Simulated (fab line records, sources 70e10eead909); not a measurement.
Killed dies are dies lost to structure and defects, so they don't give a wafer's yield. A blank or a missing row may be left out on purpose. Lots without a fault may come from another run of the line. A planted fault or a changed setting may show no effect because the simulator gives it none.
Chamber matching + flow nand_harc + NHARC_A_CONTACT_CMP_20 on cmp-02 has 4 sister chambers
The step polishes, t overpolish 30 s, target thk 300 nm. 18 wafers are shown with their chamber, then 9 later ones without.

== WAFERS PAIRED WITH THEIR CHAMBERS ==
| wafer  | chamber | motor_current_A (A) | time_to_endpoint_s (s) | slurry_flow_ml_min |
|--------|---------|---------------------|------------------------|--------------------|
| L947.1 | 1       | 11.5                | 63                     | 150.7              |
| L947.2 | 2       | 11.6                | 60                     | 149.5              |
| L947.4 | 3       | 13.1                | 59                     | 149.3              |
| L948.2 | 3       | 14.1                | 61                     | 150.6              |
| L948.5 | 2       | 10.9                | 59                     | 150.3              |
| L948.6 | 3       | 14.3                | 57                     | 150.2              |
| L951.1 | 1       | 11.5                | 61                     | 149.9              |
| L951.3 | 0       | 11.5                | 68                     | 149.8              |
| L951.5 | 0       | 11.8                | 66                     | 149.3              |
| L952.2 | 1       | 11.1                | 63                     | 150.2              |
| L952.5 | 0       | 11.4                | 67                     | 149.4              |
| L952.6 | 1       | 10.6                | 63                     | 150.1              |
| L954.3 | 3       | 13.8                | 58                     | 150.4              |
| L954.4 | 2       | 11.7                | 60                     | 150.0              |
| L954.6 | 0       | 11.6                | 64                     | 150.4              |
| L955.1 | 3       | 14.4                | 59                     | 150.2              |
| L955.4 | 2       | 11.2                | 60                     | 150.2              |
| L955.6 | 0       | 11.7                | 66                     | 149.5              |

SIGNATURES, as means of the wafers listed above
| reading            | chamber 0 | chamber 1 | chamber 2 | chamber 3 | scatter within a chamber |
|--------------------|-----------|-----------|-----------|-----------|--------------------------|
| motor_current_A    | 11.600    | 11.175    | 11.350    | 13.940    | 0.392                    |
| time_to_endpoint_s | 66.20     | 62.50     | 59.75     | 58.80     | 1.23                     |
| slurry_flow_ml_min | 149.680   | 150.225   | 150.000   | 150.140   | 0.423                    |
Rule: a wafer lies at a distance from a chamber equal to the root of the sum of squares, over the readings, of (its reading less the chamber's mean, divided by the reading's scatter). If the next closest chamber is less than 2 further off than the closest, the wafer can't be placed; otherwise it belongs to the closest. The scatter is the square root of a quotient: the sum, over the shown wafers, of each reading's squared deviation from its chamber's mean, divided by wafers minus chambers.

== WAFERS MISSING THEIR CHAMBER ==
| wafer  | motor_current_A (A) | time_to_endpoint_s (s) | slurry_flow_ml_min |
|--------|---------------------|------------------------|--------------------|
| L963.1 | 11.5                | 58                     | 150.6              |
| L963.3 | 11.6                | 63                     | 150.2              |
| L963.5 | 11.2                | 61                     | 150.2              |
| L964.3 | 11.6                | 63                     | 150.0              |
| L964.4 | 11.4                | 69                     | 149.9              |
| L964.6 | 10.7                | 63                     | 150.4              |
| L966.1 | 12.3                | 65                     | 149.5              |
| L966.2 | 13.1                | 56                     | 149.9              |
| L966.3 | 11.3                | 60                     | 150.1              |

== THE CHAMBER EACH PASSED THROUGH ==
| wafer  | from the rows above          | in truth |
|--------|------------------------------|----------|
| L963.1 | can't be placed: 2 or 1      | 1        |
| L963.3 | can't be placed: 1 or 2 or 0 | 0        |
| L963.5 | can't be placed: 2 or 1      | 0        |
| L964.3 | can't be placed: 1 or 0 or 2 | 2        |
| L964.4 | 0                            | 0        |
| L964.6 | can't be placed: 1 or 2      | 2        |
| L966.1 | can't be placed: 0 or 1      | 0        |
| L966.2 | 3                            | 3        |
| L966.3 | can't be placed: 2 or 1      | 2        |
Correctly placed: 2 of 9. From these rows, 7 cannot be placed; in 6 the true chamber is one of the candidates. 0 placed wrongly.
